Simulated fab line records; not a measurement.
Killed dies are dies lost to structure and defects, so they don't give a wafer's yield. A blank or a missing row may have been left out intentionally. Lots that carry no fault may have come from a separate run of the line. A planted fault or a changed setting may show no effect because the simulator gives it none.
Struck lot and sound lot, side by side    flow nand-harc    17 steps out of a route of 1159
Sound: wafers L867.1, L867.3, L867.5. Struck: wafer L871.1 (left out: L871.3, L871.6 of the same lot, which were not struck); the cause appears at the end.
Order at every step that has rows: each side's tool, ch and its chambers, its first start. Under that, the readings that differ: sound wafers    struck wafers    difference of the means    sigmas: that difference in standard deviations of wafers without a fault.
alike: a reading whose means differ by less than 2 such deviations, as well as words and numbers matching on both sides. not compared: withheld readings; readings where some wafer has no value; bounds like >300 that might hide an equal value; numbers whose values overlap and for which the record gives no deviation.
A row with sigmas, a row that says differs or no value, or rows on one side alone: a step with any of these is where the two part. Numbers that have no deviation but don't overlap get no sigmas and don't part them. A reading that every wafer of one side lacks parts them only if that side has two wafers or more.

NHARC_P_M1_INSPECT_11:
  sound: defect-inspect-01 at day 6 03:17; struck: defect-inspect-02 at day 6 23:53
  alike: raw-defect-count
then, 1 step without rows for these wafers: NHARC_P_M1_DESCUM_14 (chemistry O2, time 3 s).
NHARC_P_M1_ETCH_35: etches the open film in N2/H2, target depth 40 nm, overetch 12 nm, time 43.94 s.
  sound on rie-diel-12 ch 0,2, day 6 03:26; struck on rie-diel-07 ch 3, day 7 00:02
  alike: drypump-motor-current-A, oes-product-au, rf-vpp-V, showerhead-plenum-p-Torr, throttle-valve-pct
  not compared: rf-hours-counter-h
NHARC_P_M1_ETCH_15: etches the open film in C4F8/Ar, target depth 182.5 nm, time 91.2 s.
  sound: rie-diel-12 ch 0,1,3; struck: rie-diel-07 ch 2
  alike: oes-product-au, rf-vpp-V
  not compared: rf-hours-counter-h
NHARC_P_M1_CD_MEAS_16:
  sound: cd-sem-02 at day 6 03:39; struck: cd-sem-03 at day 7 00:14
  alike: cd-nm
then, 1 step without rows for these wafers: NHARC_P_M1_STRIP_18 (strips in N2/H2).
NHARC_P_M1_ETCH_28: etches the open film in CF4/N2, target depth 30 nm, time 72.99 s.
  sound: rie-diel-07 ch 0,3; struck: rie-diel-12 ch 3
  alike: drypump-motor-current-A, oes-product-au, rf-vpp-V, showerhead-plenum-p-Torr, throttle-valve-pct
  not compared: rf-hours-counter-h
then, 1 step without rows for these wafers: NHARC_P_M1_STRIP_19 (strips in post etch residue remover, time 600 s).
NHARC_P_M1_DEGAS_29: time 60 s.
  sound: pvd-sputter-01 at day 6 04:25; struck: pvd-sputter-02 at day 7 00:58
  alike: heater-power-w
then, 2 steps without rows for these wafers: NHARC_P_M1_PRE_CLEAN_30 (time 30 s); NHARC_P_M1_PVD_20 (deposits TaN, target thk 5 nm, time 8.06 s).
NHARC_P_M1_PVD_21: deposits Cu, target thk 30 nm, time 20.49 s.
  sound on pvd-sputter-01; struck on pvd-sputter-02
  alike: throttle-valve-pct
NHARC_P_M1_ECD_22: material Cu, target thk 400 nm.
  sound on ecd-cu-01 ch 0,1, day 6 04:48; struck on ecd-cu-01 ch 1, day 7 01:31
then, 1 step without rows for these wafers: NHARC_P_M1_ANNEAL_31 (time 90 s).
NHARC_P_M1_CMP_23: polishes, t overpolish 20 s, target thk 157.82 nm.
  sound on cmp-01 ch 0,1,2, day 6 05:33; struck on cmp-01 ch 1, day 7 02:17
reading                 sound           struck  difference  sigmas
time-to-endpoint-s (s)  27.0 29.5 27.4  17.5    -10.5       -4
  alike: motor-current-A
NHARC_P_M1_THK_MEAS_24: measures by xrf.
  sound: film-metro-02 at day 6 05:49; struck: film-metro-01 at day 7 02:32
  alike: thk-nm
following that, these wafers have no rows for 1 step: NHARC_END_SORT_01.

WHERE THEY PART
Within this record, at NHARC_P_M1_CMP_23 only. Later steps at which nothing parts them and some readings are alike: NHARC_P_M1_THK_MEAS_24.

WHY: whatever the simulator had introduced
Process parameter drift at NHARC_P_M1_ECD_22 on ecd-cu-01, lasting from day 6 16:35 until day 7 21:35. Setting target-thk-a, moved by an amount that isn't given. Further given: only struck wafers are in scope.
